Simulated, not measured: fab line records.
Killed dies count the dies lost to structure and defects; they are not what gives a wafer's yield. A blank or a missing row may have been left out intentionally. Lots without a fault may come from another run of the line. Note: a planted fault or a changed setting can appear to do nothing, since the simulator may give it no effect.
Matching of chambers	flow n5-finfet	rie-diel-03 running N5_BEOL_M9_STRIP_36: 4 sister chambers
The step strips in N2/H2. 16 wafers are shown with their chamber, then 8 later ones without.

== WAFERS PAIRED WITH THEIR CHAMBERS ==
wafer	chamber	drypump-motor-current-A (A)	throttle-valve-pct (%)	showerhead-plenum-p-Torr (Torr)
L074.1	3	5.9	24.6	2.64
L074.2	2	5.6	24.0	2.57
L074.5	1	6.4	24.0	2.64
L076.1	0	5.9	24.1	2.64
L076.2	2	5.6	24.0	2.57
L076.3	1	6.4	24.0	2.63
L078.1	0	5.9	24.1	2.64
L078.3	1	6.4	24.0	2.63
L078.4	2	5.7	24.0	2.56
L082.1	1	6.5	24.0	2.63
L082.3	0	5.9	24.2	2.64
L082.4	3	5.9	24.7	2.63
L086.3	2	5.7	24.0	2.56
L086.4	0	5.9	24.2	2.63
L086.5	1	6.4	24.0	2.62
L088.1	1	6.4	24.0	2.62

SIGNATURES (means of the wafers above)
reading	chamber 0	chamber 1	chamber 2	chamber 3	scatter within a chamber
drypump-motor-current-A	5.900	6.417	5.650	5.900	0.0391
throttle-valve-pct	24.150	24.000	24.000	24.650	0.0354
showerhead-plenum-p-Torr	2.6375	2.6283	2.5650	2.6350	0.00651
Rule: distance of a wafer from a chamber = root of the sum over the readings of ((wafer's reading minus chamber's mean) / reading's scatter) squared. If the next closest chamber is less than 2 further off than the closest, the wafer can't be placed; otherwise it belongs to the closest. The scatter: take each reading less its chamber's mean, square it, sum over the shown wafers, divide by the number of wafers less the number of chambers, and take the root.

== WAFERS MISSING THEIR CHAMBER ==
wafer	drypump-motor-current-A (A)	throttle-valve-pct (%)	showerhead-plenum-p-Torr (Torr)
L088.2	5.9	24.1	2.63
L088.5	5.6	24.0	2.56
L093.1	5.7	24.1	2.55
L093.4	6.4	23.7	2.62
L093.5	5.9	24.2	2.62
L097.2	5.9	24.2	2.62
L097.4	5.9	24.4	2.62
L097.5	5.9	24.2	2.62

== WHICH CHAMBER EACH WENT THROUGH ==
wafer	from the rows above	in truth
L088.2	0	0
L088.5	2	2
L093.1	2	2
L093.4	1	1
L093.5	0	0
L097.2	0	0
L097.4	can't be placed: 3 or 0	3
L097.5	0	0
7 of 8 placed correctly. Can't be placed from these rows: 1 (the true chamber is among the candidates in 1). 0 placed wrongly.
